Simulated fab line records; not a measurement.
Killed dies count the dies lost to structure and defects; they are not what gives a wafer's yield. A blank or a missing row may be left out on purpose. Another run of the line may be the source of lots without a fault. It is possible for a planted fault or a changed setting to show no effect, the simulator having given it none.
Chamber matching + flow n5Finfet + N5_BEOL_M11_DESCUM_16 on rieDiel-02 has 4 sister chambers
The step chemistry O2, time 7.9 s. 4 wafers are shown with their chamber, then 10 later ones without.

== WAFERS PAIRED WITH THEIR CHAMBERS ==
| wafer  | chamber | showerheadPlenumPTorr (Torr) |
|--------|---------|------------------------------|
| L082.1 | 2       | 2.04                         |
| L082.6 | 0       | 2.12                         |
| L083.2 | 3       | 2.25                         |
| L083.5 | 1       | 2.04                         |

== WAFERS WHOSE CHAMBER IS MISSING ==
| wafer  | showerheadPlenumPTorr (Torr) |
|--------|------------------------------|
| L083.6 | 2.12                         |
| L087.1 | 2.04                         |
| L087.4 | 2.25                         |
| L087.6 | 2.12                         |
| L093.1 | 2.24                         |
| L093.3 | 2.11                         |
| L093.4 | 2.04                         |
| L096.1 | 2.11                         |
| L096.4 | 2.04                         |
| L096.6 | 2.03                         |

== WHICH CHAMBER EACH ONE RAN IN ==
| wafer  | from the rows above     | in truth |
|--------|-------------------------|----------|
| L083.6 | 0                       | 0        |
| L087.1 | can't be placed: 1 or 2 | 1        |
| L087.4 | 3                       | 3        |
| L087.6 | 0                       | 0        |
| L093.1 | 3                       | 3        |
| L093.3 | 0                       | 0        |
| L093.4 | can't be placed: 1 or 2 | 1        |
| L096.1 | 0                       | 0        |
| L096.4 | can't be placed: 1 or 2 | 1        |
| L096.6 | can't be placed: 1 or 2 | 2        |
Placed correctly: 6 of 10. Cannot be placed on the basis of these rows: 4; the candidates contain the true chamber in 4. Placed wrongly: 0.
How it was worked out, from the rows above alone: a wafer's distance from a chamber is the root of the sum, over the readings, of the square of ((its reading less the chamber's mean) divided by the reading's scatter). If the next closest chamber is less than 2 further off than the closest, the wafer can't be placed; otherwise it belongs to the closest. The mean given for a chamber averages the wafers shown for that chamber. The scatter: root of mean squared gap, hidden wafer to nearest shown wafer, with one shown wafer a chamber.
